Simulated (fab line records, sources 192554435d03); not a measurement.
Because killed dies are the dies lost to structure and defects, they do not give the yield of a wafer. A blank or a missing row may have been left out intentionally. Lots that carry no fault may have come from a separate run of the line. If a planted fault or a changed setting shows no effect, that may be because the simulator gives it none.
fab line records | flow n5-finfet
[record] lots = 7 | wafers = 21
route steps=1938 shown BEOL_M11@1546 BEOL_M12@1639
start-h: the number of hours between the record's first day and the start of the first shown wafer of the lot | wait-h: hours since the lot's step before | " identical to the entry in the row above | L1.1+2: one row covering several wafers at once | - no value, or no start was given | * or withheld: withheld | < > ~ a bound
route shown NAME@n: NAME is a module with steps in the file, n the number in the route of the first one | usual: average and standard deviation across the fault-free wafers | same: alike in all rows | chamber/n: place in a boat | sites: each site's reading | _std_site: standard deviation of those values | _edge_site: mean of outer sites minus mean of inner sites | radius-mm: how far each site lies from the wafer's centre | mask NAME#n: copy n | behind: tool/chamber where the wafer was last shaped | hold: what put the lot on hold/how long, in hours/how the hold closed | device: which transistor (n, p or np) failed to switch | end of line: tests of these same wafers at the route's end | a step with no rows: only its recipe | killed: at the first sort, the dies lost to defects and structure; wafer yield is something else | map: a wafer's dies, x killed, . not, _ none there
set.NAME: the setting that was run; set.NAME@STEP: the one run at that earlier step | model.NAME: the simulator's own value behind a step, which no gauge read
one table per step and one row per wafer, for lots whose settings were changed on purpose
[[steps]]
[step N5_BEOL_M11_EXPOSE_08]
[recipe] mask-id = M11 | na = 1.35 | source-shape = dipole | sigma-inner = 0.411 | sigma-outer = 0.611 | polarization = te | dose-mj = 53.75
lot.wafer  | tool            | chamber | start-h | wait-h | mask  | set.dose-mj
L075.3+6   | arfi-scanner-02 | 0       | 240.24  | -      | M11#0 | 50.83
L075.5     | "               | 0       | "       | "      | M11#0 | 53.75
L085.1+5+6 | arfi-scanner-01 | 0       | 321.00  | -      | M11#0 | 53.75
L089.1+6   | arfi-scanner-01 | 0       | 347.49  | -      | M11#0 | 53.75
L089.4     | "               | 0       | "       | "      | M11#0 | 51.43
L088.2+6   | arfi-scanner-02 | 0       | 347.80  | -      | M11#0 | 53.75
L088.4     | "               | 0       | "       | "      | M11#0 | 51.73
L096.2+6   | arfi-scanner-01 | 0       | 364.71  | -      | M11#0 | 53.75
L096.3     | "               | 0       | "       | "      | M11#0 | 49.92
L093.1+3   | arfi-scanner-03 | 0       | 369.32  | -      | M11#0 | 50.75
L093.6     | "               | 0       | "       | "      | M11#0 | 53.75
L095.2+5+6 | arfi-scanner-01 | 0       | 406.05  | -      | M11#0 | 53.75
[step N5_BEOL_M11_PEB_09]
[recipe] peb-temp-c = withheld | peb-time-s = 60 | resist = CAR-ArF
[step N5_BEOL_M11_DEVELOP_10]
[recipe] develop-time-s = 30 | developer = TMAH | resist = CAR-ArF | rinse-liquid = diw | dry = air-spin | dev-temp-c = 23
[step N5_BEOL_M11_CD_MEAS_11]
[recipe] target-cd-nm = 64.1 | landing-energy-ev = 500 | detector = se-inlens | polarity = opening
[usual] cd-nm = 64.2/0.43
lot.wafer | tool      | chamber | start-h | wait-h | set.dose-mj@BEOL_M11_EXPOSE_08 | cd-nm
L075.3    | cd-sem-03 | 0       | 240.36  | -      | 50.83                          | 62.0
L075.5    | "         | 0       | "       | "      | 53.75                          | 64.5
L075.6    | "         | 0       | "       | "      | 50.83                          | 61.4
L085.1    | cd-sem-02 | 0       | 321.12  | -      | 53.75                          | 63.7
L085.5    | "         | 0       | "       | "      | 53.75                          | 63.8
L085.6    | "         | 0       | "       | "      | 53.75                          | 63.8
L089.1    | cd-sem-02 | 0       | 347.62  | -      | 53.75                          | 64.6
L089.4    | "         | 0       | "       | "      | 51.43                          | 61.1
L089.6    | "         | 0       | "       | "      | 53.75                          | 65.0
L088.2    | cd-sem-03 | 0       | 347.92  | -      | 53.75                          | 63.5
L088.4    | "         | 0       | "       | "      | 51.73                          | 62.1
L088.6    | "         | 0       | "       | "      | 53.75                          | 64.3
L096.2    | cd-sem-03 | 0       | 364.84  | -      | 53.75                          | 64.2
L096.3    | "         | 0       | "       | "      | 49.92                          | 59.8
L096.6    | "         | 0       | "       | "      | 53.75                          | 64.0
L093.1    | cd-sem-02 | 0       | 369.44  | -      | 50.75                          | 61.6
L093.3    | "         | 0       | "       | "      | 50.75                          | 61.3
L093.6    | "         | 0       | "       | "      | 53.75                          | 64.4
L095.2    | cd-sem-02 | 0       | 406.17  | -      | 53.75                          | 63.8
L095.5    | "         | 0       | "       | "      | 53.75                          | 64.2
L095.6    | "         | 0       | "       | "      | 53.75                          | 63.6
[step N5_BEOL_M11_DESCUM_16]
[recipe] chemistry = O2 | time-s = 7.9 | source-power-w = 50 | bias-power-w = 20 | pressure-mtorr = 20 | rf-frequency-hz = 2.712e+07 | temp-c = 40 | resist = CAR-ArF | o2-flow-sccm = 225
[step N5_BEOL_M11_ETCH_61]
[recipe] chemistry = CF4 | target = SiARC | target-depth-a = 390 | mask-material = CAR-ArF | time-s = 65 | ion-energy-ev = 80 | pressure-mtorr = 40 | source-w = 545 | bias-w = 36 | Ar_flow_sccm = 100 | cf4-flow-sccm = 100 | ends = cleared
lot.wafer | tool        | chamber | start-h | wait-h | set.dose-mj@BEOL_M11_EXPOSE_08 | model.BEOL_M11.cd-offset-nm
L075.3    | rie-diel-06 | 1       | 240.48  | 0.0    | 50.83                          | -2
L075.5    | "           | 1       | "       | "      | 53.75                          | 0.6
L075.6    | "           | 0       | "       | "      | 50.83                          | -2.6
L085.1    | rie-diel-03 | 3       | 321.25  | 0.0    | 53.75                          | -0.2
L085.5    | "           | 3       | "       | "      | 53.75                          | 0
L085.6    | "           | 2       | "       | "      | 53.75                          | -0.4
L089.1    | rie-diel-02 | 3       | 347.74  | 0.0    | 53.75                          | 0
L089.4    | "           | 1       | "       | "      | 51.43                          | -2.4
L089.6    | "           | 0       | "       | "      | 53.75                          | 0.6
L088.2    | rie-diel-02 | 1       | 348.04  | 0.0    | 53.75                          | -0.4
L088.4    | "           | 0       | "       | "      | 51.73                          | -1.8
L088.6    | "           | 2       | "       | "      | 53.75                          | 0
L096.2    | rie-diel-03 | 1       | 364.96  | 0.0    | 53.75                          | -0.2
L096.3    | "           | 3       | "       | "      | 49.92                          | -4.2
L096.6    | "           | 2       | "       | "      | 53.75                          | -0.4
L093.1    | rie-diel-03 | 2       | 369.57  | 0.0    | 50.75                          | -2.6
L093.3    | "           | 3       | "       | "      | 50.75                          | -2.4
L093.6    | "           | 1       | "       | "      | 53.75                          | 0
L095.2+6  | rie-diel-06 | 2,1     | 406.29  | 0.0    | 53.75                          | -0.6
L095.5    | "           | 0       | "       | "      | 53.75                          | -0.2
[step N5_BEOL_M11_ETCH_62]
[recipe] chemistry = N2/H2 | target = SOC | target-depth-a = 1100 | overetch-a = 220 | mask-material = SiARC | temp-c = 40 | time-s = 165 | ion-energy-ev = 200 | pressure-mtorr = 30 | source-w = 840 | bias-w = 150 | n2-flow-sccm = 200 | h2-flow-sccm = 200
lot.wafer | tool        | chamber | start-h | wait-h | set.spin-rpm@BEOL_M11_COAT_59 | set.dose-mj@BEOL_M11_EXPOSE_08 | model.BEOL_M11.cd-offset-nm | model.etch.depth-nm
L075.3    | rie-diel-06 | 1       | 240.53  | 0.0    | 1500                          | 50.83                          | -1.8                        | 100.3
L075.5    | "           | 1       | "       | "      | 1657                          | 53.75                          | 1                           | 95.32
L075.6    | "           | 0       | "       | "      | 1500                          | 50.83                          | -2.6                        | 100.2
L085.1    | rie-diel-03 | 3       | 321.30  | 0.0    | 1500                          | 53.75                          | -0.2                        | 100.1
L085.5    | "           | 3       | "       | "      | 1500                          | 53.75                          | 0                           | 99.84
L085.6    | "           | 2       | "       | "      | 1500                          | 53.75                          | -0.2                        | 100.2
L089.1    | rie-diel-02 | 3       | 347.79  | 0.0    | 1557                          | 53.75                          | 0                           | 97.75
L089.4    | "           | 1       | "       | "      | 1500                          | 51.43                          | -2.4                        | 99.48
L089.6    | "           | 0       | "       | "      | 1500                          | 53.75                          | 0.6                         | 99.53
L088.2    | rie-diel-02 | 1       | 348.09  | 0.0    | 1366                          | 53.75                          | -0.6                        | 104.8
L088.4    | "           | 0       | "       | "      | 1366                          | 51.73                          | -2                          | 104.8
L088.6    | "           | 2       | "       | "      | 1366                          | 53.75                          | -0.2                        | 104.8
L096.2    | rie-diel-03 | 1       | 365.01  | 0.0    | 1426                          | 53.75                          | -0.2                        | 102.9
L096.3    | "           | 3       | "       | "      | 1500                          | 49.92                          | -4.6                        | 100.3
L096.6    | "           | 2       | "       | "      | 1426                          | 53.75                          | -0.2                        | 102.5
L093.1    | rie-diel-03 | 2       | 369.62  | 0.0    | 1500                          | 50.75                          | -2.6                        | 99.98
L093.3    | "           | 3       | "       | "      | 1500                          | 50.75                          | -2.8                        | 99.78
L093.6    | "           | 1       | "       | "      | 1382                          | 53.75                          | 0                           | 103.8
L095.2    | rie-diel-06 | 2       | 406.34  | 0.0    | 1500                          | 53.75                          | -0.6                        | 100.2
L095.5    | "           | 0       | "       | "      | 1500                          | 53.75                          | 0                           | 100
L095.6    | "           | 1       | "       | "      | 1500                          | 53.75                          | -0.4                        | 99.82
[step N5_BEOL_M11_STRIP_68]
[recipe] chemistry = N2/H2 | temp-c = 40 | n2-flow-sccm = 200 | h2-flow-sccm = 200 | rf-frequency-hz = 6e+07
[step N5_BEOL_M11_STRIP_67]
[recipe] chemistry = CF4 | resist = SiARC | power-w = 300 | bias-power-w = 75 | pressure-mtorr = 50 | cf4-flow-sccm = 150 | rf-frequency-hz = 6e+07
[step N5_BEOL_M11_HM_OPEN_17]
[recipe] chemistry = Cl2/BCl3 | target-depth-a = 200 | overetch-a = 60 | target = TiN | mask-material = SOC | ion-energy-ev = 150 | pressure-mtorr = 10 | icp-w = 1000 | bias-w = 126 | Cl2_flow_sccm = 53.25 | bcl3-flow-sccm = 21.75 | Ar_flow_sccm = 25
lot.wafer  | tool         | chamber | start-h | wait-h | set.spin-rpm@BEOL_M11_COAT_59 | model.SOC_of_BEOL_M11_COAT_59.thk-nm
L075.3+6   | rie-metal-01 | 0       | 240.75  | 0.1    | 1500                          | 92.2
L075.5     | "            | 1       | "       | "      | 1657                          | 87.2
L085.1     | rie-metal-02 | 1       | 321.48  | 0.0    | 1500                          | 91.8
L085.5     | "            | 1       | "       | "      | 1500                          | 91.6
L085.6     | "            | 0       | "       | "      | 1500                          | 92.2
L089.1     | rie-metal-02 | 1       | 347.98  | 0.0    | 1557                          | 89.6
L089.4+6   | "            | 0,1     | "       | "      | 1500                          | 91.4
L088.2+4+6 | rie-metal-02 | 1,0,0   | 348.28  | 0.0    | 1366                          | 96.8
L096.2     | rie-metal-01 | 1       | 365.20  | 0.0    | 1426                          | 94.8
L096.3     | "            | 0       | "       | "      | 1500                          | 92.4
L096.6     | "            | 0       | "       | "      | 1426                          | 94.6
L093.1     | rie-metal-03 | 1       | 369.81  | 0.0    | 1500                          | 92
L093.3     | "            | 0       | "       | "      | 1500                          | 91.8
L093.6     | "            | 1       | "       | "      | 1382                          | 95.8
L095.2     | rie-metal-02 | 0       | 406.53  | 0.0    | 1500                          | 92.2
L095.5+6   | "            | 1,0     | "       | "      | 1500                          | 91.8
[step N5_BEOL_M11_STRIP_19]
[recipe] chemistry = O2 | power-w = 400 | temp-c = 40 | pressure-mtorr = 30 | rf-frequency-hz = 6e+07 | bias-power-w = 0 | overash-fraction = 0.2 | o2-flow-sccm = 225
[step N5_BEOL_M11_CD_MEAS_18]
[recipe] pitch-nm = 140 | target-cd-nm = 70
[usual] cd-nm = 70.1/0.49
lot.wafer | tool      | chamber | start-h | wait-h | set.dose-mj@BEOL_M11_EXPOSE_08 | cd-nm
L075.3    | cd-sem-02 | -       | 240.90  | 0.1    | 50.83                          | 68.2
L075.5    | "         | -       | "       | "      | 53.75                          | 70.9
L075.6    | "         | -       | "       | "      | 50.83                          | 67.0
L085.1    | cd-sem-01 | -       | 321.68  | 0.0    | 53.75                          | 69.7
L085.5    | "         | -       | "       | "      | 53.75                          | 69.9
L085.6    | "         | -       | "       | "      | 53.75                          | 70.0
L089.1    | cd-sem-01 | -       | 348.16  | 0.0    | 53.75                          | 70.2
L089.4    | "         | -       | "       | "      | 51.43                          | 67.7
L089.6    | "         | -       | "       | "      | 53.75                          | 70.8
L088.2    | cd-sem-01 | -       | 348.47  | 0.1    | 53.75                          | 69.5
L088.4    | "         | -       | "       | "      | 51.73                          | 67.7
L088.6    | "         | -       | "       | "      | 53.75                          | 69.9
L096.2    | cd-sem-03 | -       | 365.38  | 0.1    | 53.75                          | 69.9
L096.3    | "         | -       | "       | "      | 49.92                          | 65.4
L096.6    | "         | -       | "       | "      | 53.75                          | 69.6
L093.1    | cd-sem-02 | -       | 369.99  | 0.0    | 50.75                          | 67.1
L093.3    | "         | -       | "       | "      | 50.75                          | 67.2
L093.6    | "         | -       | "       | "      | 53.75                          | 69.9
L095.2    | cd-sem-01 | -       | 406.71  | 0.1    | 53.75                          | 69.3
L095.5    | "         | -       | "       | "      | 53.75                          | 70.1
L095.6    | "         | -       | "       | "      | 53.75                          | 70.0
[step N5_BEOL_M11_COAT_63]
[recipe] resist = SOC | temp-c = 250 | time-s = 60 | spin-rpm = 1500 | resist-thk-nm = 100
[step N5_BEOL_M11_COAT_64]
[recipe] resist = SiARC | temp-c = 220 | time-s = 60 | spin-rpm = 1500 | resist-thk-nm = 30
[step N5_BEOL_M11_PRECLEAN_42]
[recipe] chemistry = residue-remover | time-s = 60 | temp-c = 40
[step N5_BEOL_M11_SRD_43]
[recipe] time-s = 30 | temp-c = 23 | rinse-liquid = diw | dry = ipa-marangoni
[step N5_BEOL_M11_CD_MEAS_35]
[recipe] target-cd-nm = 70 | polarity = opening
[usual] cd-nm = 70.1/0.51
lot.wafer | tool      | chamber | start-h | wait-h | set.dose-mj@BEOL_M11_EXPOSE_08 | cd-nm
L075.3    | cd-sem-01 | -       | 242.38  | 0.0    | 50.83                          | 67.9
L075.5    | "         | -       | "       | "      | 53.75                          | 70.9
L075.6    | "         | -       | "       | "      | 50.83                          | 67.4
L085.1    | cd-sem-02 | -       | 324.67  | 0.0    | 53.75                          | 69.3
L085.5    | "         | -       | "       | "      | 53.75                          | 69.8
L085.6    | "         | -       | "       | "      | 53.75                          | 69.8
L089.1    | cd-sem-03 | -       | 350.12  | 0.0    | 53.75                          | 70.0
L089.4    | "         | -       | "       | "      | 51.43                          | 67.9
L089.6    | "         | -       | "       | "      | 53.75                          | 70.6
L088.2    | cd-sem-01 | -       | 350.65  | 0.0    | 53.75                          | 69.8
L088.4    | "         | -       | "       | "      | 51.73                          | 68.5
L088.6    | "         | -       | "       | "      | 53.75                          | 70.0
L096.2    | cd-sem-03 | -       | 369.34  | 0.0    | 53.75                          | 70.0
L096.3    | "         | -       | "       | "      | 49.92                          | 65.2
L096.6    | "         | -       | "       | "      | 53.75                          | 69.7
L093.1    | cd-sem-03 | -       | 373.16  | 0.0    | 50.75                          | 67.4
L093.3    | "         | -       | "       | "      | 50.75                          | 67.5
L093.6    | "         | -       | "       | "      | 53.75                          | 69.7
L095.2    | cd-sem-01 | -       | 408.35  | 0.0    | 53.75                          | 69.4
L095.5    | "         | -       | "       | "      | 53.75                          | 70.2
L095.6    | "         | -       | "       | "      | 53.75                          | 69.9
[step N5_BEOL_M12_TRENCH_ETCH_34]
[recipe] chemistry = C4F8/O2/Ar | target = SiOC | target-depth-a = 3189.5 | mask-material = SOC | pressure-mtorr = 30 | source-w = 3000 | bias-w = 700 | Ar_flow_sccm = 400 | C4F8_flow_sccm = 15 | O2_flow_sccm = 8 | he-inner-torr = 15 | he-outer-torr = 30 | time-s = 125.5 | ion-energy-ev = 250
lot.wafer | tool        | chamber | start-h | wait-h | set.time-s | model.etch.depth-nm
L075.3    | rie-diel-01 | 1       | 248.08  | 0.0    | 143        | 363.9
L075.5    | "           | 1       | "       | "      | 143        | 364.1
L075.6    | "           | 0       | "       | "      | 125.5      | 322.9
L085.1    | rie-diel-05 | 3       | 330.86  | 0.0    | 105.1      | 257.9
L085.5    | "           | 1       | "       | "      | 105.1      | 259.7
L085.6    | "           | 3       | "       | "      | 105.1      | 258.3
L089.1    | rie-diel-05 | 1       | 354.77  | 0.0    | 117.7      | 294.1
L089.4    | "           | 0       | "       | "      | 125.5      | 319.5
L089.6    | "           | 1       | "       | "      | 125.5      | 311
L088.2    | rie-diel-04 | 2       | 356.77  | 0.0    | 109.4      | 280
L088.4    | "           | 0       | "       | "      | 125.5      | 321.4
L088.6    | "           | 2       | "       | "      | 109.4      | 281.9
L096.2    | rie-diel-04 | 3       | 374.22  | 0.0    | 125.5      | 322
L096.3    | "           | 2       | "       | "      | 125.5      | 322.9
L096.6    | "           | 2       | "       | "      | 138.2      | 349.5
L093.1    | rie-diel-05 | 1       | 377.99  | 0.0    | 100.5      | 249.8
L093.3    | "           | 0       | "       | "      | 100.5      | 252.6
L093.6    | "           | 2       | "       | "      | 100.5      | 253.8
L095.2    | rie-diel-01 | 2       | 414.10  | 0.0    | 125.5      | 324.3
L095.5    | "           | 0       | "       | "      | 125.5      | 321.1
L095.6    | "           | 1       | "       | "      | 125.5      | 323.2
[step N5_BEOL_M12_STRIP_70]
[recipe] chemistry = C4F8/O2/Ar | resist = SiARC | rf-frequency-hz = 6e+07
[step N5_BEOL_M12_OCD_MEAS_35]
[usual] trench-depth-nm = 319/4.7
lot.wafer | tool   | chamber | start-h | wait-h | set.time-s@BEOL_M12_TRENCH_ETCH_34 | trench-depth-nm
L075.3    | ocd-02 | -       | 248.24  | 0.0    | 143                                | 364
L075.5    | "      | -       | "       | "      | 143                                | 363
L075.6    | "      | -       | "       | "      | 125.5                              | 323
L085.1    | ocd-01 | -       | 331.01  | 0.0    | 105.1                              | 258
L085.5    | "      | -       | "       | "      | 105.1                              | 260
L085.6    | "      | -       | "       | "      | 105.1                              | 258
L089.1    | ocd-02 | -       | 354.93  | 0.0    | 117.7                              | 294
L089.4    | "      | -       | "       | "      | 125.5                              | 320
L089.6    | "      | -       | "       | "      | 125.5                              | 311
L088.2    | ocd-01 | -       | 356.93  | 0.0    | 109.4                              | 280
L088.4    | "      | -       | "       | "      | 125.5                              | 321
L088.6    | "      | -       | "       | "      | 109.4                              | 282
L096.2    | ocd-02 | -       | 374.38  | 0.0    | 125.5                              | 322
L096.3    | "      | -       | "       | "      | 125.5                              | 323
L096.6    | "      | -       | "       | "      | 138.2                              | 349
L093.1    | ocd-02 | -       | 378.14  | 0.0    | 100.5                              | 250
L093.3    | "      | -       | "       | "      | 100.5                              | 253
L093.6    | "      | -       | "       | "      | 100.5                              | 254
L095.2    | ocd-01 | -       | 414.26  | 0.0    | 125.5                              | 325
L095.5    | "      | -       | "       | "      | 125.5                              | 321
L095.6    | "      | -       | "       | "      | 125.5                              | 323
[step N5_BEOL_M12_SPUTTER_45]
[recipe] material = Cu | target-thk-a = 800 | temp-c = -20 | bias-v = 60 | power-w = 26000 | chamber-pressure-pa = 0.13 | time-s = 13.33
lot.wafer  | tool           | chamber | start-h | wait-h | set.time-s
L075.3+5+6 | pvd-sputter-03 | -       | 249.20  | 0.0    | 13.33
L085.1+5+6 | pvd-sputter-03 | -       | 333.66  | 0.0    | 13.33
L089.1     | pvd-sputter-01 | -       | 355.92  | 0.0    | 13.33
L089.4+6   | "              | -       | "       | "      | 14.79
L088.2+4   | pvd-sputter-02 | -       | 363.95  | 0.0    | 14.95
L088.6     | "              | -       | "       | "      | 13.33
L096.2     | pvd-sputter-03 | -       | 376.45  | 0.0    | 14.02
L096.3+6   | "              | -       | "       | "      | 13.33
L093.1+6   | pvd-sputter-02 | -       | 380.37  | 0.0    | 13.33
L093.3     | "              | -       | "       | "      | 12.37
L095.2+5+6 | pvd-sputter-01 | -       | 417.66  | 0.0    | 13.33
[step N5_BEOL_M12_ECD_47]
[recipe] material = Cu | target-thk-a = 7200
[step N5_BEOL_M12_ANNEAL_48]
[recipe] temp-c = 225 | time-s = 90 | ambient = N2
[step N5_BEOL_M12_CMP_49]
[recipe] stop-on = SiOC | t-overpolish-s = 20.6 | down-force-psi = 1 | platen-rpm = 50 | clearing-platen-down-force-psi = 1.5 | clearing-platen-rpm = 50 | post-cmp-clean = cu-alkaline | target-thk-nm = 320 | clearing-platen-pad-velocity-m-s = 0.99484 | pad-velocity-m-s = 0.99484
lot.wafer | tool   | chamber | start-h | wait-h | set.time-s@BEOL_M12_TRENCH_ETCH_34 | model.Cu_of_BEOL_M12_ECD_47.thk-nm
L075.3    | cmp-01 | 2       | 249.85  | 0.3    | 143                                | 364.4
L075.6    | "      | 0       | "       | "      | 125.5                              | 323.2
L075.5    | "      | 1       | "       | "      | 143                                | 363.8
L085.1    | cmp-01 | 2       | 334.27  | 0.3    | 105.1                              | 257
L085.5    | "      | 1       | "       | "      | 105.1                              | 259
L085.6    | "      | 2       | "       | "      | 105.1                              | 257.6
L089.4+6  | cmp-03 | 0,3     | 356.56  | 0.2    | 125.5                              | -
L089.1    | "      | 1       | "       | "      | 117.7                              | 294.6
L088.4    | cmp-01 | 2       | 364.71  | 0.2    | 125.5                              | -
L088.2    | "      | 0       | "       | "      | 109.4                              | -
L088.6    | "      | 1       | "       | "      | 109.4                              | 280.8
L096.2    | cmp-03 | 3       | 377.49  | 0.7    | 125.5                              | -
L096.3    | "      | 0       | "       | "      | 125.5                              | 324.6
L096.6    | "      | 1       | "       | "      | 138.2                              | 350.4
L093.3    | cmp-03 | 3       | 380.92  | 0.2    | 100.5                              | -
L093.1    | "      | 0       | "       | "      | 100.5                              | 250.8
L093.6    | "      | 0       | "       | "      | 100.5                              | 256.2
L095.2    | cmp-03 | 3       | 418.30  | 0.3    | 125.5                              | 324.6
L095.6    | "      | 1       | "       | "      | 125.5                              | 324.2
L095.5    | "      | 2       | "       | "      | 125.5                              | 320.4
[step N5_BEOL_M12_PRE_CLEAN_52]
[recipe] gas = NH3 | time-s = 15 | temp-c = withheld | rf-power-w = 300
[step N5_BEOL_M12_DEP_53]
[recipe] material = SiCN | target-thk-a = 300 | temp-c = withheld | precursor = 3MS/NH3 | pressure-torr = 3 | rf-w = 675 | time-s = 10.5
[step N5_BEOL_M12_RS_MEAS_54]
[recipe] thk-meas-gauge = four-point-probe | reads = Cu_of_BEOL_M12_ECD_47+Ta_of_BEOL_M12_SPUTTER_44+TaN_of_BEOL_M12_SPUTTER_43
[usual] M12_RS = 0.0600/0.00098
lot.wafer | tool          | chamber | start-h | wait-h | set.time-s@BEOL_M12_TRENCH_ETCH_34 | M12_RS[ohm/sq]
L075.3    | film-metro-01 | -       | 250.19  | 0.0    | 143                                | 0.0524
L075.5    | "             | -       | "       | "      | 143                                | 0.0524
L075.6    | "             | -       | "       | "      | 125.5                              | 0.0593
L085.1    | film-metro-02 | -       | 334.66  | 0.0    | 105.1                              | 0.0757
L085.5    | "             | -       | "       | "      | 105.1                              | 0.0748
L085.6    | "             | -       | "       | "      | 105.1                              | 0.0754
L089.1    | film-metro-02 | -       | 356.90  | 0.0    | 117.7                              | 0.0654
L089.4    | "             | -       | "       | "      | 125.5                              | 0.0601
L089.6    | "             | -       | "       | "      | 125.5                              | 0.0618
L088.2    | film-metro-01 | -       | 365.10  | 0.0    | 109.4                              | 0.0689
L088.4    | "             | -       | "       | "      | 125.5                              | 0.0594
L088.6    | "             | -       | "       | "      | 109.4                              | 0.0687
L096.2    | film-metro-02 | -       | 377.84  | 0.0    | 125.5                              | 0.0594
L096.3    | "             | -       | "       | "      | 125.5                              | 0.0592
L096.6    | "             | -       | "       | "      | 138.2                              | 0.0546
L093.1    | film-metro-02 | -       | 381.34  | 0.0    | 100.5                              | 0.0775
L093.3    | "             | -       | "       | "      | 100.5                              | 0.0767
L093.6    | "             | -       | "       | "      | 100.5                              | 0.0759
L095.2    | film-metro-02 | -       | 418.64  | 0.0    | 125.5                              | 0.0593
L095.5    | "             | -       | "       | "      | 125.5                              | 0.0601
L095.6    | "             | -       | "       | "      | 125.5                              | 0.0593
[[key]]
[split] step = N5_BEOL_M11_EXPOSE_08 | setting = dose-mj | stated = 53.75 | by = wafer
[response] step = N5_BEOL_M11_CD_MEAS_11 | reading = cd-nm | change = +0.591 | per = 1% | r = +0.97
[response] step = N5_BEOL_M11_ETCH_61 | reading = model.BEOL_M11.cd-offset-nm | change = +0.521 | per = 1% | r = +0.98
[response] step = N5_BEOL_M11_ETCH_62 | reading = model.BEOL_M11.cd-offset-nm | change = +0.565 | per = 1% | r = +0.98
[response] step = N5_BEOL_M11_CD_MEAS_18 | reading = cd-nm | change = +0.585 | per = 1% | r = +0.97
[response] step = N5_BEOL_M11_CD_MEAS_35 | reading = cd-nm | change = +0.546 | per = 1% | r = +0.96
[split] step = N5_BEOL_M12_TRENCH_ETCH_34 | setting = time-s | stated = 125.5 | by = wafer
[response] step = N5_BEOL_M12_TRENCH_ETCH_34 | reading = model.etch.depth-nm | change = +2.99 | per = 1% | r = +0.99
[response] step = N5_BEOL_M12_OCD_MEAS_35 | reading = trench-depth-nm | change = +2.96 | per = 1% | r = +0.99
[response] step = N5_BEOL_M12_CMP_49 | reading = model.Cu_of_BEOL_M12_ECD_47.thk-nm | change = +2.82 | per = 1% | r = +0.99
[response] step = N5_BEOL_M12_RS_MEAS_54 | reading = M12_RS | change = -0.000581 | per = 1% | r = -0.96
[split] step = N5_BEOL_M12_SPUTTER_45 | setting = time-s | stated = 13.33 | by = wafer
response none clear
split outside-this-file step=N5_BEOL_M11_COAT_59 setting=spin-rpm
// split outside-this-file: this setting was split too, and the file shows its column; the key of that split is in another file
